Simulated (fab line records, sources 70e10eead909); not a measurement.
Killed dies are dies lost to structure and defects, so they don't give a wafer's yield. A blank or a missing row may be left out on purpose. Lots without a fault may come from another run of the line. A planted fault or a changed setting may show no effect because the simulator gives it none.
A struck lot beside a sound one | flow nand_harc | 18 steps out of a route of 1302
Sound: wafers L688.2, L688.3, L688.5. Struck: wafers L696.1, L696.2, L696.3. The cause comes at the end.
At each step with rows: each side's tool, then ch and its chambers, then its first start. Under that, the readings that differ: sound wafers | struck wafers | difference of the means | sigmas: that difference in standard deviations of wafers without a fault.
alike: readings whose means differ by less than 2 such deviations, and words and numbers that are the same on both sides. not compared: withheld readings, readings that some wafer has no value for, bounds like >300 that may hide the same value, and numbers for which the record gives no deviation and whose values overlap.
The two part at a step that has a row with sigmas, a row that says differs or no value, or rows on one side only. Numbers that don't overlap but have no deviation are shown without sigmas and don't part them. A reading that every wafer of one side lacks parts them only if that side has two wafers or more.

NHARC_A_WL_FILL_INSPECT_15:
  sound on defect_inspect-01, day 22 06:59; struck on defect_inspect-01, day 26 00:06
  alike: raw_defect_count
NHARC_A_CONTACT_DEP_24: deposits SiO2, target thk 500 nm.
  sound on pecvd-02 ch 0,2, day 22 07:02; struck on pecvd-04 ch 0,1,2, day 26 00:10
  alike: heater_power_w, throttle_valve_pct
  not compared: since_wet_clean_h
NHARC_A_CONTACT_DEP_28: deposits aC, target thk 7000 nm.
  sound on acl_dep-02 ch 0, day 22 08:27; struck on acl_dep-01 ch 0, day 26 00:46
  alike: throttle_valve_pct
NHARC_A_CONTACT_DEP_29: deposits SiON, target thk 100 nm.
  sound on pecvd-04 ch 0,1, day 22 12:05; struck on pecvd-02 ch 0,1,2, day 26 05:02
  alike: heater_power_w
  not compared: since_wet_clean_h
then, 7 steps without rows for these wafers: NHARC_A_CONTACT_DEHYDRATE_32 (time 120 s); NHARC_A_CONTACT_HMDS_33 (time 30 s); NHARC_A_CONTACT_COAT_34 (time 75 s); NHARC_A_CONTACT_COAT_35 (time 65 s); NHARC_A_CONTACT_COAT_36 (resist thk 90 nm); NHARC_A_CONTACT_SOFTBAKE_37 (time 55 s); NHARC_A_CONTACT_EBR_38.
NHARC_A_CONTACT_EXPOSE_39: exposes mask A CC 3.
  sound on arfi_scanner-02 ch 0, day 22 12:39; struck on arfi_scanner-03 ch 0, day 26 05:29
  reading                           | sound                | struck            | difference | sigmas
  model.A_CONTACT.overlay_x_nm (nm) | -1.267 -1.267 -1.267 | 21.77 21.77 21.77 | +23.04     |
  alike: mask, reticle_temp_C
then, 2 steps without rows for these wafers: NHARC_A_CONTACT_PEB_40 (peb time 65 s); NHARC_A_CONTACT_DEVELOP_41 (develop time 35 s).
NHARC_A_CONTACT_CD_MEAS_42: target cd 300 nm.
  sound on cd_sem-01 ch 0, day 22 12:47; struck on cd_sem-01 ch 0, day 26 05:38
  reading    | sound             | struck            | difference | sigmas
  cd_nm (nm) | 299.5 299.7 300.1 | 301.8 301.3 301.4 | +1.7       | +3
NHARC_A_CONTACT_OVL_MEAS_43:
  sound on overlay-02, day 22 12:53; struck on overlay-01, day 26 05:43
  reading           | sound          | struck         | difference | sigmas
  overlay_x_nm (nm) | -1.6 -1.3 -1.2 | 21.8 21.8 21.6 | +23.1      | +34
  alike: overlay_y_nm
NHARC_A_CONTACT_INSPECT_44:
  sound on defect_inspect-02, day 22 12:55; struck on defect_inspect-01, day 26 05:45
  alike: raw_defect_count
-- the record jumps here: 3 days lie between the struck wafers' starts before and after (it left off in module A_CONTACT and takes up again in module END, whose first step shown is number 1302 of the route) --
NHARC_END_SORT_01:
  sound on prober-01 ch 0, day 25 12:26; struck on prober-02 ch 0, day 29 08:04
  alike: killed_at_array, killed_at_other, killed_at_periphery, killed_dies, killed_open, killed_short

WHERE THEY PART
First at NHARC_A_CONTACT_CD_MEAS_42; last, within this record, at NHARC_A_CONTACT_OVL_MEAS_43. Later steps at which nothing parts them and some readings are alike: NHARC_A_CONTACT_INSPECT_44, NHARC_END_SORT_01.

WHY: what the simulator had put in
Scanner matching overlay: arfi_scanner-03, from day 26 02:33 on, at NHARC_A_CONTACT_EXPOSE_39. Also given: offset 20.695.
